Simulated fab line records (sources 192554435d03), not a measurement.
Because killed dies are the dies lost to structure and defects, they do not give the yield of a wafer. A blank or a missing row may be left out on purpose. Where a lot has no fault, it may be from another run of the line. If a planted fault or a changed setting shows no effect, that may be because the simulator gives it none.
Lot-split experiment ; flow n5Finfet ; on a route of 1938 steps: 7 lots, 21 wafers read

SPLIT DETAILS
At N5_BEOL_M0_SAQP_EXPOSE_11 (exposes mask M0 CORE, target cd 42 nm), the setting doseMj was moved away from the recipe's 55 on 9 of the 21 wafers read, by -3.9% to +7.4%. All remaining wafers had this setting at the recipe value.

FROM THE SPLIT TO THE READING: what the file shows between them, 2 steps
- N5_BEOL_M0_SAQP_PEB_12: peb time 60 s
- N5_BEOL_M0_SAQP_DEVELOP_13: develop time 30 s

THE READING
cdNm at N5_BEOL_M0_SAQP_CD_MEAS_14, given in nm (cd target 42.5 nm). Fault-free wafers of this fab line usually give 42.49 nm, standard deviation 0.29 nm.

wafer;tool, chamber at the split;doseMj as run;against the recipe;cdNm, nm;against lot-mates on the recipe
L075.3;arfiScanner-03, 0;59.03;+7.3%;40.37;-1.98
L075.4;arfiScanner-03, 0;59.03;+7.3%;40.23;-2.12
L075.5;arfiScanner-03, 0;55;recipe;42.35;-
L078.1;arfiScanner-02, 0;59.06;+7.4%;39.81;-2.38
L078.2;arfiScanner-02, 0;59.06;+7.4%;39.55;-2.64
L078.6;arfiScanner-02, 0;55;recipe;42.19;-
L079.4;arfiScanner-01, 0;55;recipe;42.79;-
L079.5;arfiScanner-01, 0;55;recipe;42.82;-
L079.6;arfiScanner-01, 0;55;recipe;42.44;-
L090.3;arfiScanner-02, 0;56.98;+3.6%;41.64;-0.70
L090.5;arfiScanner-02, 0;55;recipe;42.69;-
L090.6;arfiScanner-02, 0;55;recipe;41.99;-
L091.2;arfiScanner-03, 0;56.4;+2.5%;41.40;no lot-mate on the recipe
L091.4;arfiScanner-03, 0;56.4;+2.5%;41.48;no lot-mate on the recipe
L091.6;arfiScanner-03, 0;56.4;+2.5%;41.63;no lot-mate on the recipe
L092.1;arfiScanner-02, 0;52.88;-3.9%;43.83;+1.48
L092.3;arfiScanner-02, 0;55;recipe;42.23;-
L092.5;arfiScanner-02, 0;55;recipe;42.47;-
L094.2;arfiScanner-03, 0;55;recipe;42.63;-
L094.3;arfiScanner-03, 0;55;recipe;43.00;-
L094.5;arfiScanner-03, 0;55;recipe;42.58;-

THE FIT
A straight line over all 21 wafers: cdNm changes by -0.342 nm for each +1% of doseMj; r = -0.97; the points scatter about the line by 0.29 nm.
The same after taking each lot's own level away (the mean of its wafers on the recipe; 18 wafers): -0.314 nm for each +1%; r = -0.98; scatter 0.24 nm.
On that fit, the largest move of doseMj shifts the reading by 2.3 nm.
From 42.190 to 42.737 nm: that is the span of the lots' own levels, equal to 1.9 times the standard deviation above.
Consequently the slope shifts little with the lot-to-lot level, the two slopes agreeing.
Check: for one of the wafers moved furthest among these (+7.4%), held out of the fit, the line's prediction against its lot-mates is -2.24 nm. It came out at -2.38 nm against them.

FURTHER SPLITS ON THESE WAFERS
These wafers also went through other splits before the reading. Each is held against what the fit with the lots' levels taken away leaves over:
other split on the same wafers;wafers away from the commonest value;r with cdNm (lot level and that fit taken away)
N5_HKMG_FIN_ETCH_54 biasW;5;-0.15
N5_MOL_CONTACT_COAG_EXPOSE_05 doseMj;7;-0.26
N5_MOL_CONTACT_COAG_STRIP_108 tempC;5;-0.08
N5_BEOL_M0_SAQP_COAT_82 spinRpm;6;-0.27

THE FILE'S OWN FIT
cdNm changes by -0.307 nm for each +1% of doseMj, r = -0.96.
